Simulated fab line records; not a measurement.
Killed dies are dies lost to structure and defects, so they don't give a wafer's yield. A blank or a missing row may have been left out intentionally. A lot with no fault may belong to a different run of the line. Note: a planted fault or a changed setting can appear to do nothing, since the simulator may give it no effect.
Chamber matching | flow n5-finfet | 4 sister chambers for N5_GATE_CUT_SAC_CAP_01 on ald-sin-02
The step material SiNx, target thk 24 nm, pulse time 1 s, ald cycles 480. 20 wafers are shown with their chamber, then 10 later ones without.

== WAFERS, EACH WITH ITS CHAMBER ==
wafer  | chamber | heater-power-w (W) | precursor-pulse-height-rel
L074.3 | 1       | 858                | 0.971
L074.5 | 3       | 759                | 1.034
L074.6 | 2       | 799                | 0.985
L075.2 | 1       | 886                | 0.971
L075.5 | 2       | 774                | 0.972
L075.6 | 3       | 758                | 1.009
L076.1 | 2       | 766                | 1.021
L076.4 | 1       | 904                | 1.015
L076.6 | 2       | 797                | 1.017
L080.1 | 3       | 758                | 0.993
L080.2 | 1       | 865                | 1.026
L080.3 | 0       | 850                | 1.015
L086.2 | 3       | 768                | 1.015
L086.4 | 1       | 887                | 0.999
L086.6 | 3       | 761                | 0.996
L087.1 | 2       | 792                | 0.977
L087.2 | 1       | 872                | 0.981
L087.3 | 0       | 845                | 1.007
L089.1 | 3       | 782                | 0.987
L089.3 | 0       | 846                | 1.018

SIGNATURES (averages over the wafers above)
reading                    | chamber 0 | chamber 1 | chamber 2 | chamber 3 | scatter within a chamber
heater-power-w             | 847.00    | 878.67    | 785.60    | 764.33    | 13.1
precursor-pulse-height-rel | 1.01333   | 0.99383   | 0.99440   | 1.00567   | 0.02
Rule: a wafer's distance from a chamber is the root of the sum, over the readings, of the square of ((its reading less the chamber's mean) divided by the reading's scatter). If the next closest chamber is less than 2 further off than the closest, the wafer can't be placed; otherwise it belongs to the closest. The scatter: take each reading less its chamber's mean, square it, sum over the shown wafers, divide by the number of wafers less the number of chambers, and take the root.

== WAFERS WHOSE CHAMBER IS MISSING ==
wafer  | heater-power-w (W) | precursor-pulse-height-rel
L089.4 | 874                | 1.010
L090.2 | 770                | 1.003
L090.3 | 882                | 1.006
L090.5 | 756                | 1.023
L092.2 | 752                | 1.011
L092.4 | 888                | 1.004
L092.6 | 737                | 1.038
L093.1 | 760                | 0.988
L093.4 | 891                | 0.986
L093.6 | 787                | 1.020

== CHAMBER TAKEN BY EACH ==
wafer  | from the rows above     | in truth
L089.4 | can't be placed: 1 or 0 | 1
L090.2 | can't be placed: 3 or 2 | 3
L090.3 | 1                       | 1
L090.5 | can't be placed: 3 or 2 | 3
L092.2 | can't be placed: 3 or 2 | 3
L092.4 | 1                       | 1
L092.6 | can't be placed: 3 or 2 | 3
L093.1 | can't be placed: 3 or 2 | 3
L093.4 | 1                       | 1
L093.6 | can't be placed: 2 or 3 | 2
Correctly placed: 3 of 10. Unplaceable from these rows: 7, with the true chamber sitting among the candidates in 7. Number placed wrongly: 0.
